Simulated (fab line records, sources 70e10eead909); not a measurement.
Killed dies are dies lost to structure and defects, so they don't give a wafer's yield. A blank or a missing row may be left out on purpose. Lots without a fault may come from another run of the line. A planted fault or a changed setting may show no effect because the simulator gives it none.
Which tool did it? | flow nand_harc | 14 lots, 42 wafers sampled, at 5 steps of a route of 1159

WHAT THE GAUGES READ, wafer by wafer
NHARC_A_SLIT_INSPECT_11. Usual: raw_defect_count 22, standard deviation 9.8.
lot  | measured     | on                | raw_defect_count | flag
L888 | day 14 05:19 | defect_inspect-02 | 17 14 13         |
L889 | day 14 17:16 | defect_inspect-01 | 8 9 5            |
L890 | day 14 17:25 | defect_inspect-02 | 27 23 22         |
L891 | day 14 18:35 | defect_inspect-02 | 26 25 26         |
L887 | day 14 19:29 | defect_inspect-01 | 9 14 8           |
L892 | day 15 08:11 | defect_inspect-01 | 6 8 8            |
L893 | day 15 16:35 | defect_inspect-02 | 23 20 42         |
L896 | day 16 13:54 | defect_inspect-01 | 14 18 14         |
L895 | day 16 14:02 | defect_inspect-01 | 36 32 26         |
L903 | day 18 08:05 | defect_inspect-02 | 18 13 13         |
L905 | day 18 22:35 | defect_inspect-01 | 21 10 11         |
L909 | day 19 11:26 | defect_inspect-02 | 24 25 26         |
L908 | day 19 11:56 | defect_inspect-01 | 33 30 41         |
L907 | day 19 12:47 | defect_inspect-01 | 32 37 48         |

NHARC_A_SLIT_CD_MEAS_21. Usual: cd_nm 289.5 nm, standard deviation 0.72.
lot  | measured     | on        | cd_nm (nm)        | flag
L888 | day 14 16:49 | cd_sem-02 | 289.9 289.5 289.8 |
L889 | day 14 20:44 | cd_sem-02 | 290.0 290.7 290.2 |
L890 | day 14 20:52 | cd_sem-02 | 288.9 290.0 289.7 |
L891 | day 14 22:26 | cd_sem-02 | 288.5 287.9 288.4 |
L887 | day 14 22:56 | cd_sem-03 | 289.7 289.3 289.3 |
L892 | day 15 11:40 | cd_sem-02 | 290.1 288.4 288.7 |
L893 | day 15 20:03 | cd_sem-03 | 290.0 290.3 289.8 |
L896 | day 16 17:23 | cd_sem-03 | 290.7 290.1 290.2 |
L895 | day 16 19:05 | cd_sem-03 | 289.8 289.4 289.1 |
L903 | day 18 16:16 | cd_sem-02 | 290.4 289.7 290.2 |
L905 | day 19 02:02 | cd_sem-01 | 289.5 289.9 289.4 |
L909 | day 19 14:53 | cd_sem-03 | 288.3 288.3 288.4 |
L908 | day 19 15:58 | cd_sem-03 | 288.9 288.9 289.9 |
L907 | day 19 16:33 | cd_sem-03 | 288.5 289.4 289.1 |

NHARC_END_SORT_01. Usual: killed_at_array 26, standard deviation 9.6; killed_at_other 0.7, standard deviation 0.92; killed_at_periphery 3.8, standard deviation 2.7; killed_dies 31, standard deviation 10; killed_open 3.3, standard deviation 1.7; killed_short 1.8, standard deviation 1.3.
lot  | measured     | on        | killed_at_array | killed_at_other | killed_at_periphery | killed_dies | killed_open | killed_short | flag
L903 | day 23 16:44 | prober-02 | 676 17 11       | 0 0 0           | 1 2 0               | 677 19 11   | 1 1 3       | 3 4 0        | OFF
L905 | day 24 00:26 | prober-02 | 669 18 19       | 2 0 0           | 6 7 6               | 677 25 25   | 5 2 3       | 2 3 1        | OFF

WHICH TOOL RAN EACH LOT (tool, then ch and the chambers of the sampled wafers, then the start)
lot  | NHARC_A_WL_FILL_ETCHBACK_16        | NHARC_A_WL_FILL_ALD_19
L888 | rie_diel-11 ch 1,2, day 15 17:22   | ald_metal-01 ch 1,3, day 15 21:36
L889 | rie_diel-11 ch 1,2, day 15 21:59   | ald_metal-03 ch 1,2,3, day 16 03:40
L890 | rie_diel-13 ch 1,2,3, day 15 22:01 | ald_metal-02 ch 1,2,3, day 16 03:40
L891 | rie_diel-11 ch 0,1,3, day 16 02:10 | ald_metal-01 ch 0,1,3, day 16 07:28
L887 | rie_diel-08 ch 1,2,3, day 16 01:47 | ald_metal-03 ch 0,2,3, day 16 07:28
L892 | rie_diel-13 ch 0,2, day 16 10:16   | ald_metal-03 ch 2,3, day 16 16:07
L893 | rie_diel-13 ch 0,1, day 16 22:23   | ald_metal-02 ch 0,2,3, day 17 04:13
L896 | rie_diel-13 ch 2,3, day 17 17:13   | ald_metal-02 ch 0,1,3, day 17 23:02
L895 | rie_diel-08 ch 1,2,3, day 17 17:10 | ald_metal-01 ch 1,2, day 17 23:03
L903 | rie_diel-11 ch 0,1,2, day 19 15:59 | ald_metal-01 ch 0,2,3, day 19 21:51
L905 | rie_diel-11 ch 0,1,2, day 20 03:41 | ald_metal-03 ch 0,1,2, day 20 09:16
L909 | rie_diel-13 ch 0,1,3, day 20 13:14 | ald_metal-02 ch 0,2,3, day 20 18:41
L908 | rie_diel-13 ch 0,1,3, day 20 16:41 | ald_metal-03 ch 1,2,3, day 20 22:26
L907 | rie_diel-08 ch 0,1,3, day 20 16:37 | ald_metal-02 ch 0,2,3, day 20 22:26
- NHARC_A_WL_FILL_ETCHBACK_16: etches the open film in C4F8/O2/Ar, target depth 88 nm, time 17.6 s.
- NHARC_A_WL_FILL_ALD_19: deposits TiN, target thk 2 nm, pulse time 3 s, ald cycles 100.

WHAT THE TOOLS THEMSELVES READ (means of the sampled wafers that have a number; where no wafer has one, the mark that the record gives instead)
NHARC_A_WL_FILL_ETCHBACK_16. Usual: oes_product_au 0.98 a.u., standard deviation 0.032; rf_vpp_V 722 V, standard deviation 4.4; run_length_s 39.1 s, standard deviation 0.38.
lot  | tool        | oes_product_au (a.u.) | rf_vpp_V (V) | run_length_s (s) | flag
L888 | rie_diel-11 | 1.00                  | 725          | 38.8             |
L889 | rie_diel-11 | 1.00                  | 721          | 39.0             |
L890 | rie_diel-13 | 1.01                  | 722          | 38.9             |
L891 | rie_diel-11 | 0.92                  | 720          | 38.8             |
L887 | rie_diel-08 | 0.96                  | 726          | 39.4             |
L892 | rie_diel-13 | 1.00                  | 719          | 38.9             |
L893 | rie_diel-13 | 1.00                  | 719          | 39.1             |
L896 | rie_diel-13 | 1.00                  | 721          | 38.8             |
L895 | rie_diel-08 | 0.99                  | 725          | 39.5             |
L903 | rie_diel-11 | 1.01                  | 723          | 35.4             | OFF
L905 | rie_diel-11 | 1.00                  | 724          | 35.1             | OFF
L909 | rie_diel-13 | 1.00                  | 721          | 39.1             |
L908 | rie_diel-13 | 0.99                  | 721          | 38.8             |
L907 | rie_diel-08 | 0.93                  | 723          | 39.2             |

NHARC_A_WL_FILL_ALD_19. Usual: heater_power_w 1028 W, standard deviation 100; precursor_pulse_height_rel 0.999, standard deviation 0.02.
lot  | tool         | heater_power_w (W) | precursor_pulse_height_rel | flag
L888 | ald_metal-01 | 1076               | 1.013                      |
L889 | ald_metal-03 | 975                | 0.982                      |
L890 | ald_metal-02 | 1070               | 1.011                      |
L891 | ald_metal-01 | 990                | 1.011                      |
L887 | ald_metal-03 | 1010               | 0.991                      |
L892 | ald_metal-03 | 974                | 0.988                      |
L893 | ald_metal-02 | 1069               | 1.000                      |
L896 | ald_metal-02 | 981                | 1.006                      |
L895 | ald_metal-01 | 1085               | 1.009                      |
L903 | ald_metal-01 | 982                | 0.988                      |
L905 | ald_metal-03 | 1026               | 0.984                      |
L909 | ald_metal-02 | 1089               | 1.008                      |
L908 | ald_metal-03 | 980                | 1.028                      |
L907 | ald_metal-02 | 1098               | 0.989                      |

THE ANSWER, worked out from the rows above alone
Rule: a lot is off if the mean of its wafers that have a number lies more than 3 standard deviations from the usual mean. A lot without any number at a reading at which 4 lots or more have one is off too. The other lots that the step has rows for count as sound. The gauges are gone through in route order, then the tools' own readings, and for those a lot's mean is taken as printed above. The first step at which some lot is off is used, and at that step the reading that is off furthest; a lot without a number counts as furthest.
Off: L903, L905, at NHARC_END_SORT_01 (killed_at_array). Neither off nor sound, because the step has no rows for them: L888, L889, L890, L891, L887, L892, L893, L896, L895, L909, L908, L907.
A tool fits if, at a process step before that reading, it ran every lot that is off, and no sound lot after the first of them. The gauges at NHARC_END_SORT_01 aren't tried: what is off there is off at NHARC_A_WL_FILL_ETCHBACK_16 too, on other tools, and a gauge's error can't cause that. One fits: rie_diel-11 at NHARC_A_WL_FILL_ETCHBACK_16. It ran no sound lot before its first lot that is off in this sample, so the start can't be narrowed down.

WHAT THE SIMULATOR HAD PUT IN
Process parameter drift: rie_diel-11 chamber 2, from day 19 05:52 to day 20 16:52, at NHARC_A_WL_FILL_ETCHBACK_16. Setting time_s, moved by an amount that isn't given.
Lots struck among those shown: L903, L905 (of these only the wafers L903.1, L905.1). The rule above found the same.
